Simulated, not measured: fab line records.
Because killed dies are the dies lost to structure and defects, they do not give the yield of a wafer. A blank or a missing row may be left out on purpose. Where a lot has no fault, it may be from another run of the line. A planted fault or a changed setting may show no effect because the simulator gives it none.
Matching of chambers / flow n5_finfet / N5_BEOL_M5_STRIP_64 on rie_diel-06 has 4 sister chambers
The step strips in CF4. 18 wafers are shown with their chamber, then 9 later ones without.

WAFERS, EACH WITH ITS CHAMBER
wafer=L075.1; chamber=0; showerhead_plenum_p_Torr (Torr)=1.74; drypump_motor_current_A (A)=5.2; oes_product_au (a.u.)=0.79
wafer=L075.2; chamber=2; showerhead_plenum_p_Torr (Torr)=1.86; drypump_motor_current_A (A)=5.6; oes_product_au (a.u.)=0.73
wafer=L075.6; chamber=1; showerhead_plenum_p_Torr (Torr)=1.79; drypump_motor_current_A (A)=6.5; oes_product_au (a.u.)=0.68
wafer=L077.1; chamber=2; showerhead_plenum_p_Torr (Torr)=1.86; drypump_motor_current_A (A)=5.6; oes_product_au (a.u.)=0.74
wafer=L077.4; chamber=0; showerhead_plenum_p_Torr (Torr)=1.73; drypump_motor_current_A (A)=5.1; oes_product_au (a.u.)=0.78
wafer=L077.5; chamber=2; showerhead_plenum_p_Torr (Torr)=1.85; drypump_motor_current_A (A)=5.6; oes_product_au (a.u.)=0.74
wafer=L079.1; chamber=2; showerhead_plenum_p_Torr (Torr)=1.86; drypump_motor_current_A (A)=5.6; oes_product_au (a.u.)=0.73
wafer=L079.4; chamber=0; showerhead_plenum_p_Torr (Torr)=1.73; drypump_motor_current_A (A)=5.2; oes_product_au (a.u.)=0.78
wafer=L079.6; chamber=2; showerhead_plenum_p_Torr (Torr)=1.85; drypump_motor_current_A (A)=5.6; oes_product_au (a.u.)=0.74
wafer=L081.1; chamber=3; showerhead_plenum_p_Torr (Torr)=1.85; drypump_motor_current_A (A)=5.6; oes_product_au (a.u.)=0.71
wafer=L081.3; chamber=2; showerhead_plenum_p_Torr (Torr)=1.85; drypump_motor_current_A (A)=5.6; oes_product_au (a.u.)=0.73
wafer=L081.6; chamber=3; showerhead_plenum_p_Torr (Torr)=1.85; drypump_motor_current_A (A)=5.7; oes_product_au (a.u.)=0.72
wafer=L085.1; chamber=0; showerhead_plenum_p_Torr (Torr)=1.73; drypump_motor_current_A (A)=5.2; oes_product_au (a.u.)=0.76
wafer=L085.4; chamber=2; showerhead_plenum_p_Torr (Torr)=1.85; drypump_motor_current_A (A)=5.6; oes_product_au (a.u.)=0.72
wafer=L085.5; chamber=0; showerhead_plenum_p_Torr (Torr)=1.73; drypump_motor_current_A (A)=5.2; oes_product_au (a.u.)=0.77
wafer=L087.1; chamber=2; showerhead_plenum_p_Torr (Torr)=1.85; drypump_motor_current_A (A)=5.6; oes_product_au (a.u.)=0.71
wafer=L087.5; chamber=0; showerhead_plenum_p_Torr (Torr)=1.73; drypump_motor_current_A (A)=5.2; oes_product_au (a.u.)=0.76
wafer=L087.6; chamber=3; showerhead_plenum_p_Torr (Torr)=1.85; drypump_motor_current_A (A)=5.6; oes_product_au (a.u.)=0.71

SIGNATURES (means of the wafers above)
reading=showerhead_plenum_p_Torr; chamber 0=1.7317; chamber 1=1.7900; chamber 2=1.8538; chamber 3=1.8500; scatter within a chamber=0.0044
reading=drypump_motor_current_A; chamber 0=5.183; chamber 1=6.500; chamber 2=5.600; chamber 3=5.633; scatter within a chamber=0.0327
reading=oes_product_au; chamber 0=0.7733; chamber 1=0.6800; chamber 2=0.7300; chamber 3=0.7133; scatter within a chamber=0.0107
Rule: for each reading, subtract the chamber's mean from the wafer's reading, divide by that reading's scatter and square the result; add these up over the readings and take the root, which gives the wafer's distance from the chamber. If the next closest chamber is less than 2 further off than the closest, the wafer can't be placed; otherwise it belongs to the closest. The scatter is the square root of a quotient: the sum, over the shown wafers, of each reading's squared deviation from its chamber's mean, divided by wafers minus chambers.

WAFERS WITH NO CHAMBER GIVEN
wafer=L092.4; showerhead_plenum_p_Torr (Torr)=1.78; drypump_motor_current_A (A)=6.5; oes_product_au (a.u.)=0.94
wafer=L092.5; showerhead_plenum_p_Torr (Torr)=1.85; drypump_motor_current_A (A)=5.6; oes_product_au (a.u.)=0.71
wafer=L092.6; showerhead_plenum_p_Torr (Torr)=1.78; drypump_motor_current_A (A)=6.5; oes_product_au (a.u.)=0.93
wafer=L095.1; showerhead_plenum_p_Torr (Torr)=1.85; drypump_motor_current_A (A)=5.6; oes_product_au (a.u.)=0.70
wafer=L095.3; showerhead_plenum_p_Torr (Torr)=1.78; drypump_motor_current_A (A)=6.5; oes_product_au (a.u.)=0.94
wafer=L095.5; showerhead_plenum_p_Torr (Torr)=1.78; drypump_motor_current_A (A)=6.5; oes_product_au (a.u.)=0.94
wafer=L097.1; showerhead_plenum_p_Torr (Torr)=1.84; drypump_motor_current_A (A)=5.6; oes_product_au (a.u.)=0.70
wafer=L097.3; showerhead_plenum_p_Torr (Torr)=1.84; drypump_motor_current_A (A)=5.7; oes_product_au (a.u.)=0.69
wafer=L097.5; showerhead_plenum_p_Torr (Torr)=1.84; drypump_motor_current_A (A)=5.7; oes_product_au (a.u.)=0.69

EACH ONE'S CHAMBER
wafer=L092.4; from the rows above=1; in truth=1
wafer=L092.5; from the rows above=can't be placed: 3 or 2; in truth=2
wafer=L092.6; from the rows above=1; in truth=1
wafer=L095.1; from the rows above=can't be placed: 3 or 2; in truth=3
wafer=L095.3; from the rows above=1; in truth=1
wafer=L095.5; from the rows above=1; in truth=1
wafer=L097.1; from the rows above=can't be placed: 3 or 2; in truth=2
wafer=L097.3; from the rows above=3; in truth=3
wafer=L097.5; from the rows above=3; in truth=3
6 of 9 placed correctly. Unplaceable from these rows: 3, with the true chamber sitting among the candidates in 3. Wrongly placed: 0.
